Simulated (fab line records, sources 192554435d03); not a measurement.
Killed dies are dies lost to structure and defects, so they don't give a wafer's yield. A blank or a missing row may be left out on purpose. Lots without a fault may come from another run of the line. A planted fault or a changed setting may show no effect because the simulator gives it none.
fab line records | flow n5_finfet
record lots=5 wafers=15 last_day=19
route steps=1938 shown BEOL_M9@1405
lots that met no fault: from a run of the same line without faults
start_h: hours from the record's first day to the start of the lot's first wafer shown | wait_h: hours since the lot's step before | " the same as in the row above | L1.1+2: a row that stands for several wafers | - no value, or no start given | * or withheld: withheld | < > ~ a bound
route shown NAME@n: a module of which the file shows steps, and the number in the route of the first | usual: mean/standard deviation of fault-free wafers | same: alike in all rows | chamber/n: place in a boat | sites: the reading at each site | _std_site: their standard deviation | _edge_site: outer sites' mean less inner sites' | radius_mm: how far each site lies from the wafer's centre | mask NAME#n: copy n | behind: the tool/chamber that last shaped the wafer | hold: why the lot was held/for how many hours/how that ended | device: the transistor (n, p or np) that didn't switch | end of line: the same wafers' tests at the end of the route | a step without rows: its recipe alone | killed: dies lost to structure and defects at the first sort, not the wafer's yield | map: a wafer's dies, x killed, . not, _ none there
set.NAME: the setting as run; set.NAME@STEP: as run at that earlier step | model.NAME: the simulator's own value behind a step, which no gauge read
lots at some steps of the route; a table a step, a row a wafer
services: from which hour (start_h, from the record's first day; less than 0 if before it) a tool's chamber was out of use, for how many hours, and why
## steps
# step N5_BEOL_M9_HM_DEP_02
# recipe material=TiN target_thk_a=200 temp_c=25 chamber_pressure_pa=0.49996
# usual throttle_valve_pct=29.4/1
# columns lot.wafer tool chamber start_h wait_h throttle_valve_pct
L086.3 pvd_sputter-02 - 306.17 2.4 28.2
L086.4 " - " " 29.6
L086.5 " - " " 28.0
L090.3 pvd_sputter-03 - 312.64 0.8 29.9
L090.5 " - " " 29.6
L090.6 " - " " 29.6
L092.3 pvd_sputter-02 - 322.12 0.6 28.0
L092.4 " - " " 28.6
L092.5 " - " " 30.1
L094.2 pvd_sputter-02 - 331.82 0.4 28.4
L094.5 " - " " 27.4
L094.6 " - " " 29.9
L097.1 pvd_sputter-02 - 368.57 1.9 30.2
L097.3 " - " " 29.8
L097.4 " - " " 27.7
# step N5_BEOL_M9_COAT_59
# recipe resist=SOC temp_c=250 time_s=60 spin_rpm=1500 resist_thk_nm=100
# columns lot.wafer tool chamber start_h wait_h
L086.3+4+5 litho_track-03 0 306.29 0.1
L090.3+5+6 litho_track-04 0 312.77 0.1
L092.3+4+5 litho_track-03 0 322.25 0.1
L094.2+5+6 litho_track-03 0 331.95 0.1
L097.1+3+4 litho_track-05 0 368.70 0.1
# step N5_BEOL_M9_COAT_60
# recipe resist=SiARC temp_c=220 time_s=60 spin_rpm=1500 resist_thk_nm=30
# columns lot.wafer tool chamber start_h wait_h
L086.3+4+5 litho_track-03 0 - -
L090.3+5+6 litho_track-04 0 - -
L092.3+4+5 litho_track-03 0 - -
L094.2+5+6 litho_track-03 0 - -
L097.1+3+4 litho_track-05 0 - -
# step N5_BEOL_M9_COAT_05
# recipe resist=CAR-ArF spin_rpm=1500 resist_thk_nm=90
# columns lot.wafer tool chamber start_h wait_h
L086.3+4+5 litho_track-03 0 - -
L090.3+5+6 litho_track-04 0 - -
L092.3+4+5 litho_track-03 0 - -
L094.2+5+6 litho_track-03 0 - -
L097.1+3+4 litho_track-05 0 - -
# step N5_BEOL_M9_EBR_07
# recipe solvent=PGMEA ebr_width_mm=1.5
# same ebr_width_mm=1.5
# columns lot.wafer tool chamber start_h wait_h
L086.3+4+5 litho_track-03 0 - -
L090.3+5+6 litho_track-04 0 - -
L092.3+4+5 litho_track-03 0 - -
L094.2+5+6 litho_track-03 0 - -
L097.1+3+4 litho_track-05 0 - -
# step N5_BEOL_M9_SOFTBAKE_06
# recipe temp_c=110 time_s=60 resist=CAR-ArF
# columns lot.wafer tool chamber start_h wait_h
L086.3+4+5 litho_track-03 0 - -
L090.3+5+6 litho_track-04 0 - -
L092.3+4+5 litho_track-03 0 - -
L094.2+5+6 litho_track-03 0 - -
L097.1+3+4 litho_track-05 0 - -
# step N5_BEOL_M9_EXPOSE_08
# recipe mask_id=M9 na=1.35 source_shape=dipole sigma_inner=0.411 sigma_outer=0.611 polarization=te dose_mj=53.75
# columns lot.wafer tool chamber start_h wait_h mask
L086.3+4+5 arfi_scanner-03 0 306.42 - M9#0
L090.3+5+6 arfi_scanner-01 0 313.02 - M9#0
L092.3+4+5 arfi_scanner-02 0 322.50 - M9#0
L094.2+5+6 arfi_scanner-02 0 332.07 - M9#0
L097.1+3+4 arfi_scanner-01 0 368.94 - M9#0
# step N5_BEOL_M9_PEB_09
# recipe peb_temp_c=withheld peb_time_s=60 resist=CAR-ArF
# columns lot.wafer tool chamber start_h wait_h
L086.3+4+5 litho_track-04 0 306.47 0.0
L090.3+5+6 litho_track-05 0 313.07 0.0
L092.3+4+5 litho_track-03 0 322.55 0.0
L094.2+5+6 litho_track-05 0 332.13 0.1
L097.1+3+4 litho_track-04 0 369.00 0.1
# step N5_BEOL_M9_DEVELOP_10
# recipe develop_time_s=30 developer=TMAH resist=CAR-ArF rinse_liquid=diw dry=air_spin dev_temp_c=23
# columns lot.wafer tool chamber start_h wait_h
L086.3+4+5 litho_track-04 0 - -
L090.3+5+6 litho_track-05 0 - -
L092.3+4+5 litho_track-03 0 - -
L094.2+5+6 litho_track-05 0 - -
L097.1+3+4 litho_track-04 0 - -
# step N5_BEOL_M9_CD_MEAS_11
# recipe target_cd_nm=64.1 landing_energy_ev=500 detector=se_inlens polarity=opening
# usual cd_nm=63.9/0.43
# columns lot.wafer tool chamber start_h wait_h cd_nm
L086.3 cd_sem-03 0 306.54 - 63.7
L086.4 " 0 " " 63.4
L086.5 " 0 " " 63.6
L090.3 cd_sem-03 0 313.14 - 63.7
L090.5 " 0 " " 63.6
L090.6 " 0 " " 63.1
L092.3 cd_sem-03 0 322.62 - 64.0
L092.4 " 0 " " 64.0
L092.5 " 0 " " 64.0
L094.2 cd_sem-02 0 332.20 - 63.6
L094.5 " 0 " " 63.3
L094.6 " 0 " " 63.3
L097.1 cd_sem-01 0 369.07 - 64.0
L097.3 " 0 " " 63.8
L097.4 " 0 " " 63.5
# step N5_BEOL_M9_OVL_MEAS_12
# recipe points_per_wafer=44
# usual M9_OVL=0.4/0.76
# same points_per_wafer=44
# columns lot.wafer tool chamber start_h wait_h M9_OVL[nm]
L086.3 overlay-02 0 306.57 0.0 0.9
L086.4 " 0 " " 0.8
L086.5 " 0 " " 0.8
L090.3 overlay-01 0 313.17 0.0 1.1
L090.5 " 0 " " 1.1
L090.6 " 0 " " 1.3
L092.3 overlay-02 0 322.64 0.0 -0.2
L092.4 " 0 " " -0.9
L092.5 " 0 " " 0.0
L094.2 overlay-01 0 332.23 0.0 0.7
L094.5 " 0 " " 1.2
L094.6 " 0 " " -0.2
L097.1 overlay-02 0 369.10 0.0 0.8
L097.3 " 0 " " 0.9
L097.4 " 0 " " 1.8
# step N5_BEOL_M9_INSPECT_13
# recipe mode=adi inspect_instrument=brightfield
# usual raw_defect_count=401/95
# columns lot.wafer tool chamber start_h wait_h raw_defect_count
L086.3 defect_inspect-01 - 306.59 0.0 375
L086.4 " - " " 373
L086.5 " - " " 369
L090.3 defect_inspect-02 - 313.19 0.0 294
L090.5 " - " " 292
L090.6 " - " " 435
L092.3 defect_inspect-02 - 322.67 0.0 497
L092.4 " - " " 504
L092.5 " - " " 432
L094.2 defect_inspect-01 - 332.25 0.0 387
L094.5 " - " " 382
L094.6 " - " " 573
L097.1 defect_inspect-01 - 369.12 0.0 312
L097.3 " - " " 430
L097.4 " - " " 512
# step N5_BEOL_M9_DESCUM_16
# recipe chemistry=O2 time_s=7.9 source_power_w=50 bias_power_w=20 pressure_mtorr=20 rf_frequency_hz=2.712e+07 temp_c=40 resist=CAR-ArF o2_flow_sccm=225
# usual drypump_motor_current_A=5.8/0.41 oes_product_au=0.75/0.059 rf_vpp_V=243.4/1.2 showerhead_plenum_p_Torr=2.11/0.058 throttle_valve_pct=20.49/0.13
# columns lot.wafer tool chamber start_h wait_h drypump_motor_current_A oes_product_au rf_hours_counter_h rf_vpp_V showerhead_plenum_p_Torr throttle_valve_pct
L086.3 rie_diel-03 2 306.63 0.0 5.5 0.72 214 244.0 2.08 20.32
L086.4 " 1 " " 6.1 0.83 69 239.8 2.04 20.39
L086.5 " 0 " " 6.4 0.71 - 242.9 2.05 20.47
L090.3 rie_diel-03 1 313.23 0.0 6.0 0.82 72 242.3 2.04 20.37
L090.5 " 1 " " 6.0 0.82 - 240.8 2.04 20.37
L090.6 " 2 " " 5.5 0.71 - 242.2 2.07 20.34
L092.3 rie_diel-03 1 322.70 0.0 6.0 0.83 75 241.9 2.04 20.39
L092.4 " 0 " " 6.3 0.70 245 241.5 2.05 20.47
L092.5 " 2 " " 5.4 0.71 - 242.3 2.07 20.33
L094.2 rie_diel-05 1 332.31 0.1 5.8 0.70 212 245.1 2.16 20.58
L094.5 " 2 " " 5.7 0.70 - 244.8 2.14 20.69
L094.6 " 3 " " 5.7 0.80 - 244.6 2.19 20.44
L097.1 rie_diel-03 3 369.15 0.0 5.6 0.96 3 242.5 2.06 20.29
L097.3 " 1 " " 6.0 0.80 94 241.8 2.03 20.42
L097.4 " 3 " " 5.6 0.96 - 241.7 2.06 20.29
# step N5_BEOL_M9_ETCH_61
# recipe chemistry=CF4 target=SiARC target_depth_a=390 mask_material=CAR-ArF time_s=65 ion_energy_ev=80 pressure_mtorr=40 source_w=545 bias_w=36 Ar_flow_sccm=100 cf4_flow_sccm=100 ends=cleared
# usual drypump_motor_current_A=5.8/0.4 etch_rf_on_time_s=64.9/1.1 oes_product_au=0.64/0.051 rf_vpp_V=184.3/0.98 showerhead_plenum_p_Torr=2.16/0.055 throttle_valve_pct=15.67/0.16
# columns lot.wafer tool chamber start_h wait_h drypump_motor_current_A etch_rf_on_time_s oes_product_au rf_hours_counter_h rf_vpp_V showerhead_plenum_p_Torr throttle_valve_pct
L086.3 rie_diel-03 2 306.66 0.0 5.4 63.9 0.61 214 184.0 2.12 15.54
L086.4 " 1 " " 6.0 63.1 0.72 69 183.1 2.08 15.46
L086.5 " 0 " " 6.4 64.9 0.61 - 183.8 2.11 15.75
L090.3 rie_diel-03 1 313.26 0.0 6.0 63.6 0.71 72 185.2 2.08 15.47
L090.5 " 1 " " 6.0 63.5 0.71 - 182.7 2.08 15.49
L090.6 " 2 " " 5.4 64.3 0.61 - 183.6 2.12 15.56
L092.3 rie_diel-03 1 322.74 0.0 6.0 62.6 0.71 75 184.7 2.08 15.47
L092.4 " 0 " " 6.4 64.1 0.61 245 183.8 2.11 15.76
L092.5 " 2 " " 5.5 62.7 0.62 - 184.7 2.12 15.57
L094.2 rie_diel-05 1 332.35 0.0 5.8 65.8 0.59 212 184.7 2.21 15.77
L094.5 " 2 " " 5.7 65.9 0.59 - 184.6 2.19 15.95
L094.6 " 3 " " 5.8 63.5 0.69 - 187.2 2.24 15.63
L097.1 rie_diel-03 3 369.19 0.0 5.6 66.1 0.82 3 183.7 2.10 15.35
L097.3 " 1 " " 6.0 63.8 0.69 94 183.4 2.07 15.51
L097.4 " 3 " " 5.6 65.6 0.82 - 183.7 2.10 15.36
# step N5_BEOL_M9_ETCH_62
# recipe chemistry=N2/H2 target=SOC target_depth_a=1100 overetch_a=220 mask_material=SiARC temp_c=40 time_s=165 ion_energy_ev=200 pressure_mtorr=30 source_w=840 bias_w=150 n2_flow_sccm=200 h2_flow_sccm=200
# usual drypump_motor_current_A=5.9/0.41 oes_product_au=0.64/0.047 rf_vpp_V=524.5/2 showerhead_plenum_p_Torr=2.57/0.072 throttle_valve_pct=17.91/0.16
# columns lot.wafer tool chamber start_h wait_h drypump_motor_current_A oes_product_au rf_hours_counter_h rf_vpp_V showerhead_plenum_p_Torr throttle_valve_pct
L086.3 rie_diel-03 2 306.71 0.0 5.4 0.60 214 522.8 2.51 17.75
L086.4 " 1 " " 6.0 0.70 69 521.5 2.47 17.83
L086.5 " 0 " " 6.3 0.60 - 523.5 2.50 17.90
L090.3 rie_diel-03 1 313.31 0.0 6.1 0.69 72 522.2 2.47 17.84
L090.5 " 1 " " 6.1 0.70 - 521.7 2.47 17.84
L090.6 " 2 " " 5.5 0.60 - 523.4 2.51 17.75
L092.3 rie_diel-03 1 322.79 0.0 6.1 0.68 75 521.0 2.47 17.85
L092.4 " 0 " " 6.4 0.60 245 522.8 2.49 17.91
L092.5 " 2 " " 5.4 0.60 - 524.5 2.51 17.77
L094.2 rie_diel-05 1 332.40 0.0 5.8 0.59 212 524.8 2.63 17.96
L094.5 " 2 " " 5.7 0.60 - 525.5 2.60 18.12
L094.6 " 3 " " 5.7 0.67 - 527.5 2.68 17.95
L097.1 rie_diel-03 3 369.24 0.0 5.6 0.81 3 522.2 2.50 17.62
L097.3 " 1 " " 6.0 0.68 94 522.1 2.46 17.87
L097.4 " 3 " " 5.6 0.81 - 522.3 2.50 17.63
# step N5_BEOL_M9_STRIP_68
# recipe chemistry=N2/H2 temp_c=40 n2_flow_sccm=200 h2_flow_sccm=200 rf_frequency_hz=6e+07
# columns lot.wafer tool chamber start_h wait_h
L086.3+4+5 rie_diel-03 2,1,0 306.85 0.1
L090.3+5+6 rie_diel-03 1,1,2 313.45 0.1
L092.3+4+5 rie_diel-03 1,0,2 322.92 0.1
L094.2+5+6 rie_diel-05 1,2,3 332.53 0.1
L097.1+3+4 rie_diel-03 3,1,3 369.38 0.1
# step N5_BEOL_M9_STRIP_67
# recipe chemistry=CF4 resist=SiARC power_w=300 bias_power_w=75 pressure_mtorr=50 cf4_flow_sccm=150 rf_frequency_hz=6e+07
# usual drypump_motor_current_A=5.8/0.41 oes_product_au=0.75/0.055 power_w=300.0/0.88 rf_vpp_V=271.4/1.3 showerhead_plenum_p_Torr=1.81/0.046 throttle_valve_pct=13.65/0.17
# columns lot.wafer tool chamber start_h wait_h drypump_motor_current_A oes_product_au power_w rf_hours_counter_h rf_vpp_V showerhead_plenum_p_Torr throttle_valve_pct
L086.3 rie_diel-03 2 306.86 0.0 5.5 0.72 299.0 214 270.3 1.78 13.57
L086.4 " 1 " " 6.0 0.82 300.2 69 270.3 1.75 13.44
L086.5 " 0 " " 6.3 0.71 299.5 - 270.9 1.77 13.79
L090.3 rie_diel-03 1 313.46 0.0 6.1 0.82 299.5 72 270.3 1.75 13.44
L090.5 " 1 " " 6.0 0.82 300.6 - 270.5 1.75 13.44
L090.6 " 2 " " 5.5 0.72 299.1 - 269.7 1.78 13.58
L092.3 rie_diel-03 1 322.93 0.0 6.0 0.81 300.1 75 270.1 1.75 13.43
L092.4 " 0 " " 6.3 0.70 299.0 245 270.5 1.77 13.79
L092.5 " 2 " " 5.4 0.71 299.7 - 270.6 1.78 13.58
L094.2 rie_diel-05 1 332.54 0.0 5.8 0.71 300.9 212 272.2 1.85 13.77
L094.5 " 2 " " 5.7 0.71 298.9 - 273.4 1.84 13.96
L094.6 " 3 " " 5.7 0.79 299.0 - 273.5 1.87 13.58
L097.1 rie_diel-03 3 369.39 0.0 5.6 0.96 300.6 3 270.1 1.76 13.28
L097.3 " 1 " " 6.0 0.79 300.3 94 267.7 1.74 13.49
L097.4 " 3 " " 5.6 0.96 299.6 - 269.9 1.76 13.29
# step N5_BEOL_M9_HM_OPEN_17
# recipe chemistry=Cl2/BCl3 target_depth_a=200 overetch_a=60 target=TiN mask_material=SOC ion_energy_ev=150 pressure_mtorr=10 icp_w=1000 bias_w=126 Cl2_flow_sccm=53.25 bcl3_flow_sccm=21.75 Ar_flow_sccm=25
# usual drypump_motor_current_A=5.7/0.33 oes_product_au=0.66/0.086 throttle_valve_pct=22.18/0.27
# columns lot.wafer tool chamber start_h wait_h drypump_motor_current_A oes_product_au rf_hours_counter_h throttle_valve_pct
L086.3 rie_metal-02 0 306.94 0.1 5.3 0.79 - 21.97
L086.4 " 1 " " 5.9 0.60 - 22.36
L086.5 " 0 " " 5.3 0.80 - 21.97
L090.3 rie_metal-02 1 313.53 0.1 5.9 0.60 - 22.37
L090.5 " 1 " " 5.9 0.60 - 22.36
L090.6 " 0 " " 5.3 0.80 - 21.98
L092.3 rie_metal-02 1 323.00 0.1 5.9 0.60 - 22.37
L092.4 " 0 " " 5.3 0.79 - 21.99
L092.5 " 0 " " 5.3 0.77 - 21.99
L094.2 rie_metal-02 0 332.58 0.0 5.3 0.78 7 21.98
L094.5 " 1 " " 5.9 0.60 - 22.36
L094.6 " 0 " " 5.3 0.77 - 21.96
L097.1 rie_metal-03 0 369.44 0.0 6.3 0.62 60 22.33
L097.3 " 1 " " 5.4 0.73 - 21.72
L097.4 " 0 " " 6.3 0.62 - 22.32
# step N5_BEOL_M9_STRIP_19
# recipe chemistry=O2 power_w=400 temp_c=40 pressure_mtorr=30 rf_frequency_hz=6e+07 bias_power_w=0 overash_fraction=0.2 o2_flow_sccm=225
# usual drypump_motor_current_A=5.9/0.43 oes_product_au=0.74/0.053 rf_vpp_V=3.7/0.62 showerhead_plenum_p_Torr=2.11/0.056 throttle_valve_pct=16.73/0.14
# columns lot.wafer tool chamber start_h wait_h drypump_motor_current_A oes_product_au rf_hours_counter_h rf_vpp_V showerhead_plenum_p_Torr throttle_valve_pct
L086.3 rie_diel-04 2 307.02 0.1 6.5 0.71 238 3.1 2.07 16.70
L086.4 " 3 " " 6.4 0.69 205 3.4 2.09 16.73
L086.5 " 1 " " 6.2 0.73 - 3.1 2.09 16.93
L090.3 rie_diel-04 2 313.61 0.1 6.5 0.70 241 3.0 2.07 16.71
L090.5 " 1 " " 6.2 0.74 - 3.0 2.09 16.93
L090.6 " 0 " " 5.4 0.81 - 3.5 2.21 16.57
L092.3 rie_diel-03 1 323.08 0.1 6.0 0.82 75 3.5 2.04 16.59
L092.4 " 0 " " 6.3 0.69 245 3.7 2.06 16.78
L092.5 " 1 " " 6.0 0.83 - 4.2 2.04 16.59
L094.2 rie_diel-05 0 332.69 0.1 5.3 0.76 133 2.8 2.10 16.91
L094.5 " 1 " " 5.8 0.70 - 4.4 2.17 16.85
L094.6 " 2 " " 5.7 0.70 - 3.7 2.15 16.99
L097.1 rie_diel-04 1 369.55 0.1 6.2 0.71 205 4.0 2.08 16.98
L097.3 " 3 " " 6.5 0.67 227 5.1 2.08 16.78
L097.4 " 3 " " 6.4 0.67 - 4.5 2.08 16.77
# step N5_BEOL_M9_CD_MEAS_18
# recipe pitch_nm=140 target_cd_nm=70
# usual cd_nm=69.8/0.46
# columns lot.wafer tool chamber start_h wait_h cd_nm
L086.3 cd_sem-03 - 307.09 0.1 69.9
L086.4 " - " " 70.1
L086.5 " - " " 69.8
L090.3 cd_sem-01 - 313.68 0.1 69.4
L090.5 " - " " 69.4
L090.6 " - " " 69.0
L092.3 cd_sem-03 - 323.16 0.1 69.9
L092.4 " - " " 69.6
L092.5 " - " " 69.7
L094.2 cd_sem-01 - 332.77 0.1 69.0
L094.5 " - " " 69.1
L094.6 " - " " 69.8
L097.1 cd_sem-01 - 369.62 0.0 69.8
L097.3 " - " " 70.1
L097.4 " - " " 69.5
# step N5_BEOL_M9_COAT_63
# recipe resist=SOC temp_c=250 time_s=60 spin_rpm=1500 resist_thk_nm=60
# columns lot.wafer tool chamber start_h wait_h
L086.3+4+5 litho_track-05 0 308.07 1.0
L090.3+5+6 litho_track-03 0 314.38 0.7
L092.3+4+5 litho_track-03 0 324.07 0.9
L094.2+5+6 litho_track-05 0 335.93 3.2
L097.1+3+4 litho_track-05 0 373.36 3.7
# step N5_BEOL_M9_COAT_64
# recipe resist=SiARC temp_c=220 time_s=60 spin_rpm=1500 resist_thk_nm=12
# columns lot.wafer tool chamber start_h wait_h
L086.3+4+5 litho_track-05 0 - -
L090.3+5+6 litho_track-03 0 - -
L092.3+4+5 litho_track-03 0 - -
L094.2+5+6 litho_track-05 0 - -
L097.1+3+4 litho_track-05 0 - -
# step N5_BEOL_M9_COAT_75
# recipe resist=underlayer temp_c=205 time_s=60 spin_rpm=1500 resist_thk_nm=5
# columns lot.wafer tool chamber start_h wait_h
L086.3+4+5 litho_track-05 0 - -
L090.3+5+6 litho_track-03 0 - -
L092.3+4+5 litho_track-03 0 - -
L094.2+5+6 litho_track-05 0 - -
L097.1+3+4 litho_track-05 0 - -
# step N5_BEOL_M9_COAT_22
# recipe resist=CAR-EUV spin_rpm=1500 resist_thk_nm=30
# columns lot.wafer tool chamber start_h wait_h
L086.3+4+5 litho_track-05 0 - -
L090.3+5+6 litho_track-03 0 - -
L092.3+4+5 litho_track-03 0 - -
L094.2+5+6 litho_track-05 0 - -
L097.1+3+4 litho_track-05 0 - -
# step N5_BEOL_M9_EBR_24
# recipe solvent=PGMEA ebr_width_mm=1.5
# same ebr_width_mm=1.5
# columns lot.wafer tool chamber start_h wait_h
L086.3+4+5 litho_track-05 0 - -
L090.3+5+6 litho_track-03 0 - -
L092.3+4+5 litho_track-03 0 - -
L094.2+5+6 litho_track-05 0 - -
L097.1+3+4 litho_track-05 0 - -
## services
# columns tool chamber start_h hours kind
arfi_scanner-01 - 287.86 1.5 pm
rie_diel-04 0 290.08 9.8 repair
arfi_scanner-02 - 290.35 1.3 pm
rie_metal-02 - 291.07 2.8 pm
arfi_scanner-01 - 293.31 0.5 repair
arfi_scanner-01 - 293.82 1.0 pm
arfi_scanner-01 - 295.97 4.9 pm
arfi_scanner-02 - 300.63 8.5 repair
arfi_scanner-01 - 301.32 6.9 repair
rie_diel-03 3 308.45 5.8 repair
arfi_scanner-03 - 308.97 1.0 pm
arfi_scanner-01 - 322.81 1.3 pm
arfi_scanner-03 - 326.63 0.8 pm
rie_diel-05 2 328.85 3.0 repair
arfi_scanner-03 - 328.86 1.5 repair
rie_diel-03 3 334.88 - clean
rie_diel-03 3 334.88 - consumable_replace:esc
rie_diel-05 1 340.18 4.2 repair
arfi_scanner-01 - 341.45 0.8 pm
arfi_scanner-02 - 342.95 6.6 repair
arfi_scanner-02 - 349.57 1.0 pm
arfi_scanner-03 - 350.76 1.3 pm
rie_diel-03 0 355.67 52.1 repair
arfi_scanner-01 - 357.62 1.0 pm
## key
fault none
